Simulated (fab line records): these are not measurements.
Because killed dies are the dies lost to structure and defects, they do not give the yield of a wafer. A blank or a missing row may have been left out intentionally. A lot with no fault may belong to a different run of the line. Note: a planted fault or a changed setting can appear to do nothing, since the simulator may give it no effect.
Lot-split experiment    flow n5-finfet    21 wafers read from 7 lots, route of 1938 steps

== THE SPLIT ITSELF ==
At N5_HKMG_FIN_COAT_42 (time 60 s, resist thk 35 nm), the setting spin-rpm was moved away from the recipe's 1500 rpm on 7 of the 21 wafers read, by -10.5% to +9.6%. For the rest of the wafers, this setting stayed at what the recipe calls for.

== FROM THE SPLIT TO THE READING: what the file shows between them, 3 steps ==
- N5_HKMG_FIN_COAT_43: resist thk 90 nm
- N5_HKMG_FIN_EBR_45
- N5_HKMG_FIN_DESCUM_53: chemistry O2, time 7.9 s

== THE READING ==
CAR-ArF_of_HKMG_FIN_COAT_43.thk-nm (the simulator's own value, which no gauge read), in nm, at N5_HKMG_FIN_ETCH_54 (etches SiARC in CF4, target depth 45.5 nm, time 75.8 s). The file gives no usual value for it. The 14 wafers here that ran the recipe average 50.8 nm, standard deviation 0.25 nm.

wafer   tool, chamber at the split  spin-rpm as run, rpm  against the recipe  CAR-ArF_of_HKMG_FIN_COAT_43.thk-nm, nm  against lot-mates on the recipe
L075.2  litho-track-01, 0           1500                  recipe              51.2                                    -
L075.3  litho-track-01, 0           1414                  -5.7%               50                                      -1.1
L075.5  litho-track-01, 0           1500                  recipe              51                                      -
L076.2  litho-track-03, 0           1500                  recipe              50.6                                    -
L076.3  litho-track-03, 0           1500                  recipe              50.6                                    -
L076.6  litho-track-03, 0           1644                  +9.6%               52.2                                    +1.6
L080.2  litho-track-03, 0           1500                  recipe              51                                      -
L080.3  litho-track-03, 0           1425                  -5.0%               50                                      -0.9
L080.5  litho-track-03, 0           1500                  recipe              50.8                                    -
L082.3  litho-track-03, 0           1500                  recipe              51                                      -
L082.4  litho-track-03, 0           1500                  recipe              50.4                                    -
L082.6  litho-track-03, 0           1500                  recipe              51                                      -
L085.2  litho-track-03, 0           1343                  -10.5%              48.6                                    -2.0
L085.3  litho-track-03, 0           1500                  recipe              50.4                                    -
L085.4  litho-track-03, 0           1500                  recipe              50.8                                    -
L086.1  litho-track-01, 0           1428                  -4.8%               50.2                                    -0.8
L086.4  litho-track-01, 0           1428                  -4.8%               50                                      -1.0
L086.5  litho-track-01, 0           1500                  recipe              51                                      -
L096.1  litho-track-01, 0           1583                  +5.5%               52                                      +1.0
L096.4  litho-track-01, 0           1500                  recipe              50.8                                    -
L096.6  litho-track-01, 0           1500                  recipe              51.2                                    -

THE FIT
A straight line over all 21 wafers: CAR-ArF_of_HKMG_FIN_COAT_43.thk-nm changes by +0.175 nm for each +1% of spin-rpm; r = +0.94; the points scatter about the line by 0.26 nm.
The same after taking each lot's own level away (the mean of its wafers on the recipe; 21 wafers): +0.181 nm for each +1%; r = +0.98; scatter 0.16 nm.
According to that fit, moving spin-rpm by its largest amount changes the reading by 1.9 nm.
The lots' own levels span 50.60 to 51.10 nm, that is 2.0 times the standard deviation above.
The two slopes are in agreement: the lot-to-lot level therefore moves the slope only a little.
Check: for one of the wafers moved furthest among these (-10.5%), held out of the fit, the line's prediction against its lot-mates is -1.87 nm. Against them it came out at -2 nm.

== THE OTHER SPLITS THESE WAFERS WENT THROUGH ==
Note: prior to the reading, these wafers also went through further splits. Each is held against what the fit with the lots' levels taken away leaves over:
other split on the same wafers  wafers away from the commonest value  r with CAR-ArF_of_HKMG_FIN_COAT_43.thk-nm (lot level and that fit taken away)
N5_SDB_COAT_05 spin-rpm         7                                     -0.20

== THE WHOLE CHAIN: every reading that the file lists as answering this split, in the file's order ==
step                 what it does                                            reading                                                                              change (the file's fit)                r (the file's)
N5_HKMG_FIN_COAT_42  time 60 s, resist thk 35 nm                             SiARC_of_HKMG_FIN_COAT_42.thk-nm (the simulator's own value, which no gauge read)    -0.175 nm for each +1% of the setting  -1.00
N5_HKMG_FIN_ETCH_54  etches SiARC in CF4, target depth 45.5 nm, time 75.8 s  etch.depth-nm (the simulator's own value, which no gauge read)                       -0.178 nm for each +1% of the setting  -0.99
N5_HKMG_FIN_ETCH_54  etches SiARC in CF4, target depth 45.5 nm, time 75.8 s  CAR-ArF_of_HKMG_FIN_COAT_43.thk-nm (the simulator's own value, which no gauge read)  +0.182 nm for each +1% of the setting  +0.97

== THE FILE'S OWN FIT ==
CAR-ArF_of_HKMG_FIN_COAT_43.thk-nm changes by +0.182 nm for each +1% of spin-rpm, r = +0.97.
